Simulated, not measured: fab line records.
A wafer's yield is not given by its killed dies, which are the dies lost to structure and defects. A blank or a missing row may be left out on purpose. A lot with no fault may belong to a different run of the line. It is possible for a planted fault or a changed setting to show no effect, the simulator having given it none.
Chamber matching | flow n5Finfet | 4 sister chambers for N5_BEOL_M0_ETCH_138 on rieDiel-01
The step etches SiCN in CH3F/O2, target depth 12 nm, time 31.6 s. 18 wafers are shown with their chamber, then 9 later ones without.

== WAFERS WITH THEIR CHAMBER ==
wafer  | chamber | throttleValvePct (%) | drypumpMotorCurrentA (A) | oesProductAu (a.u.)
L076.1 | 2       | 16.57                | 4.9                      | 0.63
L076.3 | 0       | 16.11                | 6.4                      | 0.70
L076.6 | 2       | 16.57                | 4.9                      | 0.63
L075.2 | 0       | 16.12                | 6.3                      | 0.70
L075.4 | 3       | 16.35                | 5.3                      | 0.62
L075.6 | 0       | 16.11                | 6.3                      | 0.70
L077.1 | 2       | 16.59                | 4.9                      | 0.64
L077.3 | 0       | 16.12                | 6.4                      | 0.70
L077.6 | 2       | 16.59                | 4.9                      | 0.63
L079.3 | 0       | 16.14                | 6.4                      | 0.69
L079.4 | 2       | 16.61                | 4.9                      | 0.63
L079.6 | 2       | 16.59                | 5.0                      | 0.63
L081.2 | 3       | 16.35                | 5.4                      | 0.62
L081.3 | 2       | 16.59                | 5.0                      | 0.64
L081.5 | 1       | 16.23                | 5.2                      | 0.75
L085.2 | 2       | 16.63                | 5.0                      | 0.63
L085.3 | 0       | 16.15                | 6.4                      | 0.68
L085.6 | 1       | 16.25                | 5.2                      | 0.74

SIGNATURES (means of the wafers above)
reading              | chamber 0 | chamber 1 | chamber 2 | chamber 3 | scatter within a chamber
throttleValvePct     | 16.1250   | 16.2400   | 16.5925   | 16.3500   | 0.0175
drypumpMotorCurrentA | 6.367     | 5.200     | 4.938     | 5.350     | 0.0515
oesProductAu         | 0.6950    | 0.7450    | 0.6325    | 0.6200    | 0.00627
Rule: distance of a wafer from a chamber = root of the sum over the readings of ((wafer's reading minus chamber's mean) / reading's scatter) squared. If the next closest chamber is less than 2 further off than the closest, the wafer can't be placed; otherwise it belongs to the closest. How the scatter is found: for the shown wafers, subtract from each reading the mean of its chamber, square and add these, divide the total by (wafers less chambers), then take the root.

== WAFERS WHOSE CHAMBER IS MISSING ==
wafer  | throttleValvePct (%) | drypumpMotorCurrentA (A) | oesProductAu (a.u.)
L087.1 | 16.39                | 5.3                      | 0.61
L087.3 | 16.26                | 5.2                      | 0.72
L087.6 | 16.63                | 4.9                      | 0.61
L090.1 | 16.63                | 4.9                      | 0.61
L090.4 | 16.17                | 6.3                      | 0.68
L090.5 | 16.40                | 5.3                      | 0.60
L092.3 | 16.41                | 5.4                      | 0.59
L092.4 | 16.17                | 6.4                      | 0.67
L092.6 | 16.15                | 6.4                      | 0.67

== WHICH CHAMBER EACH ONE RAN IN ==
wafer  | from the rows above | in truth
L087.1 | 3                   | 3
L087.3 | 1                   | 1
L087.6 | 2                   | 2
L090.1 | 2                   | 2
L090.4 | 0                   | 0
L090.5 | 3                   | 3
L092.3 | 3                   | 3
L092.4 | 0                   | 0
L092.6 | 0                   | 0
Placed correctly: 9 of 9. Not placeable from these rows: 0. Placed wrongly: 0.
